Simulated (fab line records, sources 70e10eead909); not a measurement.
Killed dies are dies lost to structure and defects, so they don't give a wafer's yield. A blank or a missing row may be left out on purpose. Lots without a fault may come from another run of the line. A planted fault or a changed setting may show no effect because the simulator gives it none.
Which tool did it? | flow nand_harc | 6 lots, 18 wafers sampled, at 5 steps of a route of 1159

WHAT THE GAUGES READ, wafer by wafer
NHARC_END_SORT_01.
lot  | measured     | on        | killed_at_array
L595 | day 22 01:23 | prober-02 | 24 673 23
L596 | day 23 18:03 | prober-01 | 675 672 34

WHICH TOOL RAN EACH LOT (tool, then ch and the chambers of the sampled wafers, then the start)
lot  | NHARC_A_STAIRCASE_ETCH_15          | NHARC_A_STAIRCASE_TRIM_18                     | NHARC_A_STAIRCASE_ETCH_25                     | NHARC_A_STAIRCASE_TRIM_26
L591 | rie_diel-09 ch 0,1,3, day 13 06:20 | rie_diel-09 ch 0,2,3, no start                | rie_diel-11 ch 0,1,3, no start                | rie_diel-11 ch 0,1,3, no start
L595 | rie_diel-09 ch 1,2,3, day 13 19:22 | rie_diel-09 ch 0,1,3, day 22 01:23 or earlier | rie_diel-04 ch 1,2, day 22 01:23 or earlier   | rie_diel-04 ch 0,3, day 22 01:23 or earlier
L596 | rie_diel-09 ch 2,3, day 14 16:53   | rie_diel-09 ch 2,3, day 23 18:03 or earlier   | rie_diel-09 ch 0,1,2, day 23 18:03 or earlier | rie_diel-09 ch 0,1,3, day 23 18:03 or earlier
L602 | rie_diel-11 ch 0,3, day 15 19:11   | rie_diel-11 ch 0,2, no start                  | rie_diel-09 ch 0,2,3, no start                | rie_diel-09 ch 1,2,3, no start
L604 | rie_diel-04 ch 0,2,3, day 16 00:55 | rie_diel-04 ch 0,2, no start                  | rie_diel-04 ch 0,3, no start                  | rie_diel-04 ch 1,2,3, no start
L605 | rie_diel-11 ch 0,2,3, day 16 03:10 | rie_diel-11 ch 0,1,2, no start                | rie_diel-04 ch 1,2,3, no start                | rie_diel-04 ch 0,1,3, no start
- NHARC_A_STAIRCASE_ETCH_15: etches the open film in C4F8/O2, target depth 100 nm, time 40.5 s.
- NHARC_A_STAIRCASE_TRIM_18: chemistry O2, time 211.2 s.
- NHARC_A_STAIRCASE_ETCH_25: etches the open film in C4F8/O2, target depth 100 nm, time 40.5 s.
- NHARC_A_STAIRCASE_TRIM_26: chemistry O2, time 211.2 s.

THE ANSWER, worked out from the rows above alone
Rule: what is usual is taken from the lots themselves. Put in order of their means at a reading, lots are off if they are a third of the lots or fewer, leave a main group of 4 or more, and stand apart from it by a gap of 3 or more times the standard deviation of the main group's means; of several such gaps the widest counts. A main group whose means are all the same, to the digits that the tables above print for the reading, isn't used. A lot without any number at a reading at which 4 lots or more have one is off too. The other lots that the step has rows for count as sound.
No lot is off at any reading shown: from this, nothing can be told.

WHAT THE SIMULATOR HAD PUT IN
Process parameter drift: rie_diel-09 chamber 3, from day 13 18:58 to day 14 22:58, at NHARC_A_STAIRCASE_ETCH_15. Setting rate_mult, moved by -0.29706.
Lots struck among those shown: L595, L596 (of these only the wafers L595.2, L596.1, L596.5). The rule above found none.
